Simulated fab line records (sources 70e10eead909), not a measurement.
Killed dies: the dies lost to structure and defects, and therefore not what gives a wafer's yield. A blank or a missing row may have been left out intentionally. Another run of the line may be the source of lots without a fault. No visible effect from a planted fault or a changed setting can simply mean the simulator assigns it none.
fab line records -- flow nand-harc
record lots=7, wafers=21, last-day=32
route steps=1302 shown A_CHANNEL_FILL_D2@627 A_STAIRCASE@639 END@1302
lots with no fault: from the same line, run without faults
start-h: hours from the record's opening day to when the first of the lot's shown wafers began -- wait-h: hours from the lot's prior step to this one -- " repeats the value in the row above -- L1.1+2: one row covering several wafers at once -- - value missing, or start not given -- * or withheld: withheld -- < > ~ a bound
route shown NAME@n: NAME is a module with steps in the file, n the number in the route of the first one -- usual: mean and standard deviation over wafers with no fault -- same: alike in all rows -- chamber/n: place in a boat -- sites: per-site readings -- _std_site: how widely they spread, as a standard deviation -- _edge_site: mean of outer sites minus mean of inner sites -- radius-mm: how far each site lies from the wafer's centre -- mask NAME#n: copy n -- behind: the tool/chamber that last shaped the wafer -- hold: why the lot went on hold/how many hours it stayed there/how the hold came to an end -- device: transistor that didn't switch, given as n, p or np -- end of line: tests run on the same wafers once the route is complete -- step lacking rows: just its recipe -- killed: at the first sort, the dies lost to defects and structure; wafer yield is something else -- map: dies across one wafer; x = killed, . = not, _ = none there
set.NAME: the setting the step ran with; set.NAME@STEP: the setting that earlier step ran with -- model.NAME: the simulator's own value behind a step, which no gauge read
certain route steps with their lots: each step a table, each wafer a row
services: a tool's chamber out of use, with start hour (start-h, from the record's first day; less than 0 if before it), hours out, and reason
## steps
# step NHARC_A_CHANNEL_FILL_D2_ALD_25
# recipe target-thk-a=600, pulse-time-s=10, ald-cycles=600, temp-c=300, material=SiOx
# usual heater-power-w=506/36, precursor-pulse-height-rel=1.001/0.022
lot.wafer,tool,chamber,start-h,wait-h,heater-power-w,precursor-pulse-height-rel
L605.3,ald-hk-03,0,364.69,0.1,521,1.008
L605.1,ald-hk-03,3,366.55,1.9,586,1.011
L605.6,ald-hk-03,0,366.55,1.9,518,0.995
L613.1,ald-hk-02,3,450.97,0.1,466,0.970
L613.4,ald-hk-02,0,452.21,1.3,447,1.000
L613.5,ald-hk-02,0,457.13,6.2,444,0.995
L621.4,ald-hk-01,1,519.41,0.1,499,0.972
L621.3,ald-hk-01,3,520.64,1.3,532,1.027
L621.6,ald-hk-01,2,522.48,3.1,533,1.007
L620.3,ald-hk-03,2,520.65,1.3,486,0.995
L620.1,ald-hk-03,3,520.65,1.3,558,1.007
L620.5,ald-hk-03,1,522.51,3.2,514,0.990
L622.4,ald-hk-01,1,531.05,1.9,492,1.020
L622.5,ald-hk-01,2,531.05,1.9,518,0.977
L622.6,ald-hk-01,3,531.05,1.9,529,0.975
L624.2,ald-hk-02,3,552.51,0.1,461,1.009
L624.3,ald-hk-02,0,552.51,0.1,449,1.024
L624.5,ald-hk-02,3,554.97,2.5,478,0.993
L625.4,ald-hk-01,2,558.33,0.7,535,1.033
L625.2,ald-hk-01,0,559.57,1.9,464,1.001
L625.6,ald-hk-01,2,560.80,3.1,516,1.019
# step NHARC_A_CHANNEL_FILL_D2_ETCHBACK_08
# recipe target-depth-a=2200, time-s=110, c4f8-flow-sccm=20, ar-flow-sccm=withheld, rf-w=600, bias-w=300, chemistry=C4F8
# usual oes-product-au=0.97/0.035, rf-vpp-V=442.2/2.7
lot.wafer,tool,chamber,start-h,wait-h,oes-product-au,rf-hours-counter-h,rf-vpp-V
L605.1,rie-diel-02,0,-,-,0.91,4.7,443.1
L605.3,rie-diel-02,1,-,-,0.94,4.7,437.3
L605.6,rie-diel-02,1,-,-,0.94,-,437.8
L613.4,rie-diel-02,1,-,-,0.94,0.9,438.6
L613.1,rie-diel-02,0,-,-,0.92,1.2,443.1
L613.5,rie-diel-02,2,-,-,0.94,-,440.1
L621.4,rie-diel-12,0,-,-,0.91,1.9,444.0
L621.3,rie-diel-12,2,-,-,0.93,2.4,442.9
L621.6,rie-diel-12,1,-,-,0.94,-,444.9
L620.3,rie-diel-02,3,-,-,0.92,2.5,443.7
L620.1,rie-diel-02,0,-,-,0.92,2.2,444.3
L620.5,rie-diel-02,0,-,-,0.92,-,443.0
L622.4,rie-diel-12,3,-,-,0.92,2.9,443.4
L622.6,rie-diel-12,2,-,-,0.93,-,443.0
L622.5,rie-diel-12,3,-,-,0.93,-,444.3
L624.2,rie-diel-04,2,-,-,0.99,2.3,438.7
L624.3,rie-diel-04,1,-,-,0.98,2.4,441.5
L624.5,rie-diel-04,2,-,-,0.99,-,439.7
L625.2,rie-diel-12,1,-,-,1.01,4.3,443.8
L625.4,rie-diel-12,3,-,-,0.99,-,443.3
L625.6,rie-diel-12,1,-,-,1.01,-,445.0
# step NHARC_A_CHANNEL_FILL_D2_STRIP_29
# recipe time-s=20, o2-flow-sccm=500, ar-flow-sccm=0, bias-w=0, chemistry=O2
# usual drypump-motor-current-A=5.7/0.38, oes-product-au=1.003/0.012, rf-vpp-V=58.0/0.94, showerhead-plenum-p-Torr=3.60/0.14, throttle-valve-pct=17.036/0.0082
lot.wafer,tool,chamber,start-h,wait-h,drypump-motor-current-A,oes-product-au,rf-hours-counter-h,rf-vpp-V,showerhead-plenum-p-Torr,throttle-valve-pct
L605.3,rie-diel-02,1,370.44,0.1,5.8,1.015,4.7,59.1,3.38,17.055
L605.1,rie-diel-02,3,370.44,0.1,6.1,1.010,5.0,58.3,3.73,17.045
L605.6,rie-diel-02,1,370.44,0.1,5.8,1.017,-,56.5,3.38,17.041
L613.1,rie-diel-02,2,-,-,6.0,1.013,1.3,56.8,3.39,17.035
L613.4,rie-diel-02,3,-,-,6.1,0.997,1.3,59.3,3.73,17.037
L613.5,rie-diel-02,1,-,-,5.8,1.025,-,57.3,3.38,17.027
L621.4,rie-diel-12,1,-,-,5.7,1.011,2.6,58.4,3.75,17.037
L621.3,rie-diel-12,2,-,-,5.0,0.993,2.4,59.1,3.65,17.043
L621.6,rie-diel-12,3,-,-,5.7,0.992,-,58.7,3.67,17.032
L620.1,rie-diel-02,2,-,-,6.0,1.011,2.2,58.0,3.39,17.043
L620.3,rie-diel-02,0,-,-,6.0,1.000,2.3,57.6,3.66,17.046
L620.5,rie-diel-02,2,-,-,6.0,1.003,-,58.4,3.39,17.032
L622.4,rie-diel-12,1,-,-,5.7,1.020,3.1,58.5,3.75,17.037
L622.5,rie-diel-12,3,-,-,5.7,1.005,-,56.8,3.67,17.029
L622.6,rie-diel-12,0,-,-,5.3,0.986,-,56.6,3.65,17.038
L624.2,rie-diel-04,0,-,-,6.0,1.013,2.4,57.7,3.69,17.024
L624.3,rie-diel-04,1,-,-,5.5,0.983,2.4,58.2,3.55,17.038
L624.5,rie-diel-04,3,-,-,5.0,0.998,-,57.1,3.30,17.025
L625.2,rie-diel-12,1,563.47,0.1,5.7,1.003,4.4,58.3,3.75,17.027
L625.4,rie-diel-12,2,563.47,0.1,5.0,1.010,-,58.9,3.65,17.043
L625.6,rie-diel-12,1,563.47,0.1,5.7,0.999,-,58.3,3.75,17.039
# step NHARC_A_CHANNEL_FILL_D2_PRECLEAN_30
# recipe time-s=30, chemistry=dHF
# step NHARC_A_CHANNEL_FILL_D2_SRD_31
# step NHARC_A_CHANNEL_FILL_D2_CVD_09
# recipe target-thk-a=1500, temp-c=620, pressure-mtorr=200, time-s=3000, material=poly-Si
# step NHARC_A_CHANNEL_FILL_D2_CMP_10
# recipe target-thk-nm=150
# usual motor-current-A=11.6/1.1, time-to-endpoint-s=14/3.6
lot.wafer,tool,chamber,start-h,wait-h,motor-current-A,time-to-endpoint-s
L605.3,cmp-01,3,376.08,0.4,11.0,13
L605.1,cmp-01,0,376.08,0.4,11.3,14
L605.6,cmp-01,3,376.08,0.4,11.2,12
L613.1,cmp-01,1,466.12,0.4,9.6,15
L613.4,cmp-01,3,466.12,0.4,11.6,9
L613.5,cmp-01,1,466.12,0.4,10.3,18
L621.3,cmp-01,3,531.59,0.4,11.1,9
L621.4,cmp-01,0,531.59,0.4,11.0,6
L621.6,cmp-01,2,531.59,0.4,11.7,8
L620.1,cmp-04,3,531.59,0.4,11.3,8
L620.3,cmp-04,0,531.59,0.4,12.1,15
L620.5,cmp-04,1,531.59,0.4,11.9,15
L622.4,cmp-01,1,540.56,0.4,9.9,18
L622.5,cmp-01,3,540.56,0.4,11.1,9
L622.6,cmp-01,0,540.56,0.4,11.4,10
L624.2,cmp-01,0,563.84,0.4,11.2,16
L624.3,cmp-01,3,563.84,0.4,11.3,14
L624.5,cmp-01,1,563.84,0.4,9.6,19
L625.2,cmp-04,3,569.14,0.4,11.2,13
L625.4,cmp-04,0,569.14,0.4,11.8,17
L625.6,cmp-04,3,569.14,0.4,10.9,12
# step NHARC_A_CHANNEL_FILL_D2_SRD_12
# step NHARC_A_CHANNEL_FILL_D2_RTA_24
# recipe temp-c=1000, time-s=5
# usual lamp-power-pct=28.1/2.7, lamp_zone_7_pct=28.5/2.7, wafer_temp_C_max=1004.4/1.5
lot.wafer,tool,chamber,start-h,wait-h,lamp-power-pct,lamp_zone_7_pct,wafer_temp_C_max
L605.1,rtp-anneal-02,0,376.49,0.0,30.7,31.2,1003.4
L605.3,rtp-anneal-02,0,376.49,0.0,30.7,31.2,1003.5
L605.6,rtp-anneal-02,0,376.49,0.0,30.7,31.3,1004.1
L613.1,rtp-anneal-01,0,466.54,0.0,25.3,25.8,1004.9
L613.4,rtp-anneal-01,0,466.54,0.0,25.4,25.8,1008.1
L613.5,rtp-anneal-01,0,466.54,0.0,25.4,25.8,1006.5
L620.1,rtp-anneal-02,0,531.96,0.0,30.7,31.3,1002.8
L620.3,rtp-anneal-02,0,531.96,0.0,30.7,31.3,1002.5
L620.5,rtp-anneal-02,0,531.96,0.0,30.7,31.2,1002.1
L621.3,rtp-anneal-01,0,532.01,0.1,25.4,25.8,1004.3
L621.4,rtp-anneal-01,0,532.01,0.1,25.4,25.8,1003.0
L621.6,rtp-anneal-01,0,532.01,0.1,25.4,25.8,1007.8
L622.4,rtp-anneal-02,0,541.03,0.1,30.7,31.3,1003.3
L622.5,rtp-anneal-02,0,541.03,0.1,30.8,31.2,1002.6
L622.6,rtp-anneal-02,0,541.03,0.1,30.8,31.2,1003.4
L624.2,rtp-anneal-01,0,564.29,0.1,25.3,25.8,1004.7
L624.3,rtp-anneal-01,0,564.29,0.1,25.4,25.8,1004.9
L624.5,rtp-anneal-01,0,564.29,0.1,25.4,25.8,1006.1
L625.2,rtp-anneal-01,0,569.59,0.1,25.4,25.8,1003.3
L625.4,rtp-anneal-01,0,569.59,0.1,25.3,25.8,1007.3
L625.6,rtp-anneal-01,0,569.59,0.1,25.4,25.8,1004.0
# step NHARC_A_CHANNEL_FILL_D2_INSPECT_13
# usual raw-defect-count=350/120
lot.wafer,tool,chamber,start-h,wait-h,raw-defect-count
L605.1,defect-inspect-02,-,376.69,0.2,479
L605.3,defect-inspect-02,-,376.69,0.2,346
L605.6,defect-inspect-02,-,376.69,0.2,314
L613.1,defect-inspect-02,-,466.74,0.2,123
L613.4,defect-inspect-02,-,466.74,0.2,183
L613.5,defect-inspect-02,-,466.74,0.2,181
L620.1,defect-inspect-01,-,532.15,0.2,289
L620.3,defect-inspect-01,-,532.15,0.2,309
L620.5,defect-inspect-01,-,532.15,0.2,348
L621.3,defect-inspect-02,-,532.16,0.1,389
L621.4,defect-inspect-02,-,532.16,0.1,276
L621.6,defect-inspect-02,-,532.16,0.1,377
L622.4,defect-inspect-02,-,541.15,0.1,515
L622.5,defect-inspect-02,-,541.15,0.1,334
L622.6,defect-inspect-02,-,541.15,0.1,522
L624.2,defect-inspect-01,-,564.46,0.1,285
L624.3,defect-inspect-01,-,564.46,0.1,364
L624.5,defect-inspect-01,-,564.46,0.1,299
L625.2,defect-inspect-01,-,569.76,0.1,322
L625.4,defect-inspect-01,-,569.76,0.1,340
L625.6,defect-inspect-01,-,569.76,0.1,229
# step NHARC_A_STAIRCASE_DEP_156
# recipe target-thk-a=500, temp-c=400, target-thk-nm=50, flow-sccm=200, rf-w=450, material=SiNx
# usual heater-power-outer-w=446/51, heater-power-w=755/78
lot.wafer,tool,chamber,start-h,wait-h,heater-power-outer-w,heater-power-w
L605.1,pecvd-04,0,376.79,0.1,529,947
L605.3,pecvd-04,1,376.79,0.1,369,601
L605.6,pecvd-04,0,376.79,0.1,542,956
L613.1,pecvd-03,1,466.84,0.1,446,745
L613.5,pecvd-03,0,466.84,0.1,434,728
L613.4,pecvd-03,1,466.84,0.1,450,749
L620.3,pecvd-04,0,532.22,0.1,-,-
L620.1,pecvd-04,2,532.22,0.1,-,-
L620.5,pecvd-04,1,532.22,0.1,-,-
L621.3,pecvd-02,1,532.28,0.1,-,-
L621.6,pecvd-02,0,532.28,0.1,-,-
L621.4,pecvd-02,1,532.28,0.1,-,-
L622.6,pecvd-02,2,541.30,0.1,-,-
L622.4,pecvd-02,0,541.30,0.1,-,-
L622.5,pecvd-02,1,541.30,0.1,-,-
L624.2,pecvd-03,2,564.53,0.1,466,823
L624.3,pecvd-03,1,564.53,0.1,419,757
L624.5,pecvd-03,1,564.53,0.1,438,740
L625.2,pecvd-03,2,569.88,0.1,447,802
L625.6,pecvd-03,1,569.88,0.1,442,772
L625.4,pecvd-03,2,569.88,0.1,447,821
# step NHARC_A_STAIRCASE_DEHYDRATE_158
# recipe temp-c=150, time-s=120
# step NHARC_END_SORT_01
# recipe temp-c=25
# usual killed-at-array=56/19, killed-at-other=0.6/1, killed-at-periphery=3.9/2.7, killed-dies=61/19, killed-open=3.3/1.9, killed-short=2.4/1.7
# same gross-dies=677
lot.wafer,tool,chamber,start-h,wait-h,hold,killed-at-array,killed-at-other,killed-at-periphery,killed-dies,killed-open,killed-short
L605.1,prober-02,0,588.15,2.5,-,81,0,1,82,6,1
L605.3,prober-02,0,589.76,3.1,-,61,0,4,65,4,3
L605.6,prober-02,0,592.18,4.0,-,76,0,3,79,5,3
L613.1,prober-01,0,683.21,2.5,-,28,0,8,36,3,0
L613.4,prober-01,0,685.59,3.4,-,42,1,6,49,2,4
L613.5,prober-01,0,686.39,3.7,-,48,1,8,57,2,3
L620.1,prober-01,0,742.94,2.5,await-dispo/3.9h/scrap,563,1,10,574,4,5
L620.3,prober-01,0,744.52,3.1,await-dispo/3.9h/scrap,577,0,1,578,1,1
L620.5,prober-01,0,746.11,3.7,await-dispo/3.9h/scrap,561,1,4,566,2,2
L621.3,prober-02,0,744.56,3.1,await-dispo/2.6h/scrap,557,0,4,561,2,2
L621.4,prober-02,0,745.35,3.4,await-dispo/2.6h/scrap,577,0,2,579,4,2
L621.6,prober-02,0,746.94,4.0,await-dispo/2.6h/scrap,569,0,3,572,6,2
L622.4,prober-02,0,767.41,3.4,await-dispo/4.3h/scrap,568,0,4,572,4,1
L622.5,prober-02,0,768.21,3.7,await-dispo/4.3h/scrap,568,0,1,569,3,1
L622.6,prober-02,0,769.00,4.0,await-dispo/4.3h/scrap,559,0,6,565,2,5
L624.2,prober-01,0,772.29,2.8,-,37,2,12,51,2,3
L624.3,prober-01,0,773.09,3.1,-,52,0,9,61,2,2
L624.5,prober-01,0,774.69,3.7,-,37,3,7,47,1,1
L625.2,prober-02,0,773.64,2.8,-,61,0,7,68,5,2
L625.4,prober-02,0,775.25,3.4,-,74,1,3,78,0,1
L625.6,prober-02,0,776.87,4.0,-,81,1,3,85,4,2
# killed by level:class
L605.1 A_CHANNEL_HOLE_D1:chamber-film-flake=36 A_SLIT:chamber-film-flake=22 A_CHANNEL_HOLE_D2:chamber-film-flake=10 A_CONTACT:chamber-film-flake=5 A_ONON_D1:geometric-particle:open=1 A_ONON_D1:geometric-particle:short=1 A_CHANNEL_FILL_D2:geometric-particle:open=1 A_WL_FILL:geometric-particle:open=1
L605.3 A_CHANNEL_HOLE_D1:chamber-film-flake=34 A_SLIT:chamber-film-flake=14 A_CHANNEL_HOLE_D2:chamber-film-flake=5 P_ZERO_WELL:geometric-particle:short=1 P_CONTACT:geometric-particle:open=1 A_ONON_D1:geometric-particle:short=1 A_CHANNEL_FILL_D2:geometric-particle:short=1 A_CHANNEL_FILL_D2:geometric-particle:open=1
L605.6 A_CHANNEL_HOLE_D1:chamber-film-flake=35 A_SLIT:chamber-film-flake=25 A_STAIRCASE:chamber-film-flake=3 A_CHANNEL_HOLE_D2:chamber-film-flake=3 A_CHANNEL_FILL_D1:geometric-particle:open=2 P_ZERO_WELL:chamber-film-flake=2 A_SOURCE_PLATE:geometric-particle:open=1 A_ONON_D1:geometric-particle:short=1
L613.1 A_SLIT:chamber-film-flake=19 P_STI:chamber-film-flake=3 P_GATE:chamber-film-flake=3 A_CHANNEL_HOLE_D1:chamber-film-flake=3 A_STAIRCASE:chamber-film-flake=3 A_CONTACT:chamber-film-flake=2 P_CONTACT:geometric-particle:open=1 P_M2:geometric-particle:open=1
L613.4 A_SLIT:chamber-film-flake=31 A_CHANNEL_HOLE_D1:chamber-film-flake=5 P_M0:geometric-particle:open=2 A_ONON_D2:geometric-particle:short=2 P_STI:chamber-film-flake=2 A_CONTACT:geometric-particle:short=1 A_M0:geometric-particle:short=1 P_ZERO_WELL:chamber-film-flake=1
L613.5 A_SLIT:chamber-film-flake=35 A_CHANNEL_HOLE_D1:chamber-film-flake=8 P_STI:chamber-film-flake=4 P_GATE:chamber-film-flake=2 A_CHANNEL_FILL_D1:chamber-film-flake=2 P_M0:geometric-particle:open=1 P_M0:geometric-particle:short=1 A_WL_FILL:geometric-particle:short=1
L620.1 A_STAIRCASE:area-dep=511 A_SLIT:chamber-film-flake=25 A_CHANNEL_HOLE_D1:chamber-film-flake=13 A_SGD_CUT:chamber-film-flake=5 P_CONTACT:geometric-particle:short=2 A_ONON_D2:geometric-particle:open=2 P_ZERO_WELL:chamber-film-flake=2 P_STI:chamber-film-flake=2
L620.3 A_STAIRCASE:area-dep=523 A_SLIT:chamber-film-flake=31 A_CHANNEL_HOLE_D1:chamber-film-flake=9 A_SGD_CUT:chamber-film-flake=6 A_CONTACT:chamber-film-flake=4 A_STAIRCASE:chamber-film-flake=2 P_CONTACT:geometric-particle:open=1 A_CHANNEL_FILL_D2:geometric-particle:short=1
L621.3 A_STAIRCASE:area-dep=488 A_CHANNEL_HOLE_D1:chamber-film-flake=29 A_CHANNEL_HOLE_D2:chamber-film-flake=27 A_CONTACT:chamber-film-flake=4 P_GATE:chamber-film-flake=3 A_SLIT:chamber-film-flake=3 A_CHANNEL_HOLE_D1:geometric-particle:short=1 A_ONON_D2:geometric-particle:open=1
L621.4 A_STAIRCASE:area-dep=517 A_CHANNEL_HOLE_D1:chamber-film-flake=23 A_CHANNEL_HOLE_D2:chamber-film-flake=21 A_SLIT:chamber-film-flake=3 A_CHANNEL_FILL_D2:chamber-film-flake=3 A_CONTACT:chamber-film-flake=3 A_CHANNEL_FILL_D2:geometric-particle:open=2 P_CONTACT:geometric-particle:open=1
L620.5 A_STAIRCASE:area-dep=505 A_SLIT:chamber-film-flake=26 A_CHANNEL_HOLE_D1:chamber-film-flake=13 A_SGD_CUT:chamber-film-flake=4 P_ZERO_WELL:chamber-film-flake=3 A_WL_FILL:chamber-film-flake=3 A_CONTACT:chamber-film-flake=3 A_STAIRCASE:chamber-film-flake=2
L621.6 A_STAIRCASE:area-dep=505 A_CHANNEL_HOLE_D1:chamber-film-flake=28 A_CHANNEL_HOLE_D2:chamber-film-flake=19 A_CONTACT:chamber-film-flake=4 A_SLIT:chamber-film-flake=3 A_STAIRCASE:chamber-film-flake=3 P_GATE:geometric-particle:open=2 A_M0:geometric-particle:open=2
L622.4 A_STAIRCASE:area-dep=494 A_SLIT:chamber-film-flake=22 A_CHANNEL_HOLE_D1:chamber-film-flake=20 A_CHANNEL_HOLE_D2:chamber-film-flake=10 A_CONTACT:chamber-film-flake=9 A_STAIRCASE:chamber-film-flake=7 P_BONDPAD:chamber-film-flake=3 P_STI:geometric-particle:short=1
L622.5 A_STAIRCASE:area-dep=493 A_SLIT:chamber-film-flake=29 A_CHANNEL_HOLE_D2:chamber-film-flake=20 A_CHANNEL_HOLE_D1:chamber-film-flake=10 A_CONTACT:chamber-film-flake=6 A_STAIRCASE:chamber-film-flake=5 A_CHANNEL_FILL_D1:geometric-particle:short=1 A_CHANNEL_FILL_D1:geometric-particle:open=1
L622.6 A_STAIRCASE:area-dep=477 A_CHANNEL_HOLE_D2:chamber-film-flake=37 A_SLIT:chamber-film-flake=19 A_CHANNEL_HOLE_D1:chamber-film-flake=8 P_BONDPAD:chamber-film-flake=4 A_STAIRCASE:chamber-film-flake=4 A_CONTACT:chamber-film-flake=4 A_CHANNEL_FILL_D2:geometric-particle:short=2
L624.2 A_SLIT:chamber-film-flake=23 P_STI:chamber-film-flake=10 A_CONTACT:chamber-film-flake=4 A_CHANNEL_FILL_D1:geometric-particle:short=2 A_CHANNEL_HOLE_D1:chamber-film-flake=2 A_CHANNEL_HOLE_D2:chamber-film-flake=2 A_STAIRCASE:chamber-film-flake=2 THIN_TSV:chamber-film-flake=2
L624.3 A_SLIT:chamber-film-flake=39 P_STI:chamber-film-flake=8 A_CHANNEL_HOLE_D2:chamber-film-flake=4 A_CONTACT:chamber-film-flake=3 A_STAIRCASE:chamber-film-flake=2 P_M0:geometric-particle:open=1 A_CHANNEL_FILL_D2:geometric-particle:short=1 A_CONTACT:geometric-particle:open=1
L625.2 A_CHANNEL_HOLE_D2:chamber-film-flake=24 A_CONTACT:chamber-film-flake=11 A_CHANNEL_HOLE_D1:chamber-film-flake=11 A_ZERO_WELL:chamber-film-flake=5 P_ZERO_WELL:chamber-film-flake=4 A_STAIRCASE:chamber-film-flake=2 P_STI:geometric-particle:short=1 P_CONTACT:geometric-particle:open=1
L624.5 A_SLIT:chamber-film-flake=24 P_STI:chamber-film-flake=7 A_CONTACT:chamber-film-flake=6 THIN_TSV:chamber-film-flake=3 A_CHANNEL_FILL_D1:geometric-particle:short=1 A_CHANNEL_FILL_D2:geometric-particle:open=1 A_ZERO_WELL:chamber-film-flake=1 A_CHANNEL_HOLE_D2:chamber-film-flake=1
L625.4 A_CHANNEL_HOLE_D2:chamber-film-flake=33 A_CHANNEL_HOLE_D1:chamber-film-flake=17 A_CONTACT:chamber-film-flake=11 A_SLIT:chamber-film-flake=5 A_STAIRCASE:chamber-film-flake=4 P_ZERO_WELL:chamber-film-flake=2 A_CHANNEL_FILL_D1:chamber-film-flake=2 A_WL_FILL:geometric-particle:short=1
L625.6 A_CHANNEL_HOLE_D2:chamber-film-flake=32 A_CHANNEL_HOLE_D1:chamber-film-flake=16 A_CONTACT:chamber-film-flake=13 A_SLIT:chamber-film-flake=8 A_ZERO_WELL:chamber-film-flake=4 A_WL_FILL:geometric-particle:open=2 P_ZERO_WELL:chamber-film-flake=2 A_CHANNEL_FILL_D1:chamber-film-flake=2
# map L620.3 (x killed, . not)
____________x____________
_________xxxxxxx_________
_______xxxxxxxxxxx_______
______xxxxxxxxxxxxx______
_____xxxxxxxxxxxxxxx_____
____xxxxxx.xxxxxxxxxx____
____xxxxxxxxx.xx.xxxx____
___xxxxxxxxxxxxx..xxxx___
___xxxxxxxxxx.xxx.xxxx___
__xxxxxxxxxx.xxxxxxxxxx__
__xxxxxxx.x.xxxxxxxxxxx__
_xxxxxx.xx.xxx..x.xxxxxx_
_xxxxxxxx.xxxxxx.xxxxxxx_
_xxxxxxx...x.x...xx.xxxx_
_xxxxxxxx...x...x.xx.xxx_
_xxxxx.xxxx....x.xxxxxxx_
xxx...xxxx..x....xxxxxxxx
xxxxxx..x....xx..x.xxxxxx
xxxxxx.x.x.xx.....xx.xxxx
xxx.xxx....x.xx..xx.xxxxx
xxxxxx.xxxxxx..xx..xxxxxx
_xxx....xxxxxxx..xxxxxxx_
_xxxxxxxxxxxxx..xxxxxxxx_
_xxxxxx.xxxx.xxxxxxxxxxx_
_xxxxxx.xxxxxxxxxxxxxxxx_
_xxxxxxxxxxxxxx..xxxxxxx_
__xxxxxxxxxxxx..xxxxxxx__
__xxxxxxxx.xxxxxxxxxxxx__
___xxxxxx.xxxxxxxxxxxx___
___xxxxx.xxxxxxxxxxxxx___
____xxxx.xxxxxxxxxxxx____
____xxxxxxxxxxxxxxxxx____
_____xxxxxxxxxxxxxxx_____
______xxxxxxxxxxxxx______
_______xxxxxxxxxxx_______
_________xxxxxxx_________
____________x____________
# map L621.4 (x killed, . not)
____________x____________
_________...x.xx_________
_______.x.xx....xx_______
______.xx.x.xxx..xx______
_____.xx..xx...xxxxx_____
____.x..xxxxxxxxxxxxx____
____..xxxxx.xx..xxxxx____
___.xxxxxxxxxxxxxxxxxx___
___x.xxxxxxxxxxxxxxxxx___
__.xxxxxxxxxxxxxxxxxxxx__
__xxxxxxxxxxxxxxxxxxxxx__
_xxxxxx.xxxxxxxxxxxxxxxx_
_xxxxxxxxxxxxxxxxxxxxxx._
_..xxxxxxxxxxxxxxxxxxxx._
_xxxxxxxxxxxxxxxxxxxxxxx_
_..xxxxxxxxxxxxxxxxxxxxx_
x.xxxxxxxxxxxxxxxxx.xxxxx
.x.xxxxxxxxxxxxxxxxxxx...
..xxxxxxxxxxxxxxxxxxxx.x.
.xxxxxxxxxxxxxxxxxxxxx.x.
xxxxxxxxxxxxxxxxxxxxxxxxx
_.xxxxxxxxxxxxxxxxxxxxxx_
_x.xxxxxxxxxxxxxxxx..xx._
_.x.xxxxxxxxxxxxxxxxx.xx_
_xxxxxxxxxxxxxxxxxxxx..x_
_xx.xxxxxxxxxxxxxxxxxx.x_
__xxxxxxxxxxxxxxxxxxx..__
__xxxxxxxxxxxxxxxx.xxxx__
___.xxxxxxxxxxxxxxxx.x___
___xxx.xxxxxxxxxx.x.x.___
____.x.xxxxxxxxxxxxxx____
____.xx.x.xxxxxxxx.x.____
_____.xxx.xxxxxxxxxx_____
______x.x.xxxx.....______
_______.xx.xxx.xxx_______
_________.x.x.x._________
____________.____________
## services
tool,chamber,start-h,hours,kind
rie-diel-02,2,359.19,12.5,repair
pecvd-03,-,366.27,13.0,pm
rtp-anneal-01,-,372.00,12.0,pm
rie-diel-12,-,375.64,0.6,repair
cmp-01,-,381.61,4.0,pm
rie-diel-12,3,388.44,19.4,repair
rie-diel-02,1,391.33,9.9,repair
rie-diel-02,-,397.04,9.0,pm
rie-diel-02,1,430.41,4.7,repair
rie-diel-12,-,434.04,0.8,repair
cmp-01,-,435.73,5.5,repair
rie-diel-02,3,437.52,4.0,repair
rie-diel-12,-,445.40,9.0,pm
rie-diel-12,0,455.80,10.3,repair
cmp-01,-,462.35,2.4,repair
rie-diel-02,1,470.53,3.1,repair
cmp-01,-,472.47,0.6,repair
cmp-01,-,479.61,4.0,pm
cmp-01,-,513.02,7.0,repair
rie-diel-02,2,514.53,8.2,repair
rie-diel-02,1,514.61,8.0,repair
rie-diel-02,0,519.91,4.8,repair
rie-diel-02,2,530.47,4.6,repair
rie-diel-12,0,562.11,6.8,repair
## key
first-sign step=NHARC_A_STAIRCASE_DEP_156, reading=tool-record, direction=missing
effect step=NHARC_END_SORT_01, reading=killed-dies, direction=up, sigmas=27, usual=61, struck=571
more-kills-born-at NHARC_A_STAIRCASE_DEP_156@pecvd-02=2974, NHARC_A_STAIRCASE_DEP_156@pecvd-04=1539
met-at NHARC_A_STAIRCASE_DEP_156
struck-wafers L620.1,L620.3,L620.5,L621.3,L621.4,L621.6,L622.4,L622.5,L622.6
later-rows-left-out L620.1,L620.3,L620.5,L621.3,L621.4,L621.6,L622.4,L622.5,L622.6
tester-left-out L620,L621,L622
onset-between 376.79 532.22
fault kind=skipped-step-whole, tool=pecvd-02,pecvd-04, chamber=-, onset-h=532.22, steps=NHARC_A_STAIRCASE_DEP_156, scope=struck-lots-only
# tester-left-out: of these lots the tester's yield and bins aren't shown, on N5 and GAA mostly nor the transistor test; their killed dies are dies lost to structure and defects alone, not to doping, threshold or leakage, so they don't give the yield
# later-rows-left-out: the simulator's readings of these wafers behind a module that went badly wrong aren't trusted and aren't shown, but for the sort
